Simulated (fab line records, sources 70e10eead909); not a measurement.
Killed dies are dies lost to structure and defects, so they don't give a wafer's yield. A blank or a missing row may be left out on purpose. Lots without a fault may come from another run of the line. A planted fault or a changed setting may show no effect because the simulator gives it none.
A struck lot beside a sound one | flow nand_harc | 14 steps out of a route of 1302
Sound: wafers L161.2, L161.4, L161.6. Struck: wafer L175.1. (L175.6 of the same lot was not struck and is left out.) The cause comes at the end.
At each step with rows: each side's tool, then ch and its chambers, then its first start. Under that, the readings that differ: sound wafers | struck wafers | difference of the means | sigmas: that difference in standard deviations of wafers without a fault.
alike: readings whose means differ by less than 2 such deviations, and words and numbers that are the same on both sides. not compared: withheld readings, readings that some wafer has no value for, bounds like >300 that may hide the same value, and numbers for which the record gives no deviation and whose values overlap.
The two part at a step that has a row with sigmas, a row that says differs or no value, or rows on one side only. Numbers that don't overlap but have no deviation are shown without sigmas and don't part them. A reading that every wafer of one side lacks parts them only if that side has two wafers or more.

NHARC_A_SOURCE_PLATE_THK_MEAS_06: measures by ellipsometry.
  sound on film_metro-01, day 8 03:16; struck on film_metro-02, day 13 16:28
  alike: thk_nm
NHARC_A_SOURCE_PLATE_INSPECT_08:
  sound on defect_inspect-01, day 8 03:19; struck on defect_inspect-01, day 13 16:32
  alike: raw_defect_count
then, 1 step without rows for these wafers: NHARC_A_ONON_D1_DEP_00 (target thk 1000 nm).
NHARC_A_ONON_D1_THK_MEAS_02: measures by ellipsometry.
  sound on film_metro-01, day 8 03:54; struck on film_metro-01, day 13 17:07
  alike: thk_nm
then, 1 step without rows for these wafers: NHARC_A_ONON_D1_DEP_03 (target thk 1000 nm).
NHARC_A_ONON_D1_THK_MEAS_05: measures by ellipsometry.
  sound on film_metro-01, day 8 04:28; struck on film_metro-02, day 13 17:40
  reading     | sound       | struck | difference | sigmas
  thk_nm (nm) | 986 987 987 | 1007   | +20        | +2
then, 1 step without rows for these wafers: NHARC_A_ONON_D1_DEP_06 (target thk 1000 nm).
NHARC_A_ONON_D1_THK_MEAS_08: measures by ellipsometry.
  sound on film_metro-01, day 8 05:02; struck on film_metro-01, day 13 18:14
  alike: thk_nm
then, 1 step without rows for these wafers: NHARC_A_ONON_D1_DEP_09 (target thk 1000 nm).
NHARC_A_ONON_D1_THK_MEAS_11: measures by ellipsometry.
  sound on film_metro-02, day 8 05:36; struck on film_metro-01, day 13 18:49
  alike: thk_nm
NHARC_A_ONON_D1_DEP_12: target thk 1000 nm.
  sound on pecvd_onon-01 ch 0, day 8 05:43; struck on pecvd_onon-01 ch 0, day 13 18:52
NHARC_A_ONON_D1_THK_MEAS_14: measures by ellipsometry.
  sound on film_metro-01, day 8 06:10; struck on film_metro-01, day 13 19:22
  reading     | sound          | struck | difference | sigmas
  thk_nm (nm) | 1009 1010 1011 | 640    | -370       | -37
then, 2 steps without rows for these wafers: NHARC_A_ONON_D1_ANNEAL_15 (time 3600 s); NHARC_END_SORT_01.

WHERE THEY PART
First at NHARC_A_ONON_D1_THK_MEAS_05; last, within this record, at NHARC_A_ONON_D1_THK_MEAS_14.

WHY: what the simulator had put in
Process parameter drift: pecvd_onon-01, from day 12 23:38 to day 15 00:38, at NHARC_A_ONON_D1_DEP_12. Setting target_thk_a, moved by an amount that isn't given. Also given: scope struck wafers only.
